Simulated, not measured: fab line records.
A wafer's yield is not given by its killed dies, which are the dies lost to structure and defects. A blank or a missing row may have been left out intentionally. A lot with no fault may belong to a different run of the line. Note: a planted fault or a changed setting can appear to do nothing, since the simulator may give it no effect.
Chamber matching -- flow n5Finfet -- rieDiel-02 running N5_BEOL_M4_ETCH_64: 4 sister chambers
The step etches SOC in N2/H2, target depth 75 nm, overetch 22.5 nm, time 121.9 s. 4 wafers are shown with their chamber, then 7 later ones without.

## EACH WAFER AND ITS CHAMBER
wafer,chamber,showerheadPlenumPTorr (Torr)
L080.6,1,2.48
L082.3,0,2.53
L083.1,3,2.64
L083.3,2,2.49

## WAFERS MISSING THEIR CHAMBER
wafer,showerheadPlenumPTorr (Torr)
L083.4,2.48
L094.1,2.52
L094.5,2.64
L094.6,2.48
L095.2,2.52
L095.3,2.48
L095.4,2.47

## THE CHAMBER EACH PASSED THROUGH
wafer,from the rows above,in truth
L083.4,can't be placed: 1 or 2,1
L094.1,0,0
L094.5,3,3
L094.6,can't be placed: 1 or 2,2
L095.2,0,0
L095.3,can't be placed: 1 or 2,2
L095.4,can't be placed: 1 or 2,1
Placed correctly: 3 of 7. From these rows, 4 cannot be placed; in 4 the true chamber is one of the candidates. Number placed wrongly: 0.
How it was worked out, from the rows above alone: a wafer's distance from a chamber is the root of the sum, over the readings, of the square of ((its reading less the chamber's mean) divided by the reading's scatter). The wafer belongs to the nearest chamber; if the next one is less than 2 further off, it can't be placed. Each chamber's mean is taken over the wafers shown for it. The scatter: root of mean squared gap, hidden wafer to nearest shown wafer, with one shown wafer a chamber.
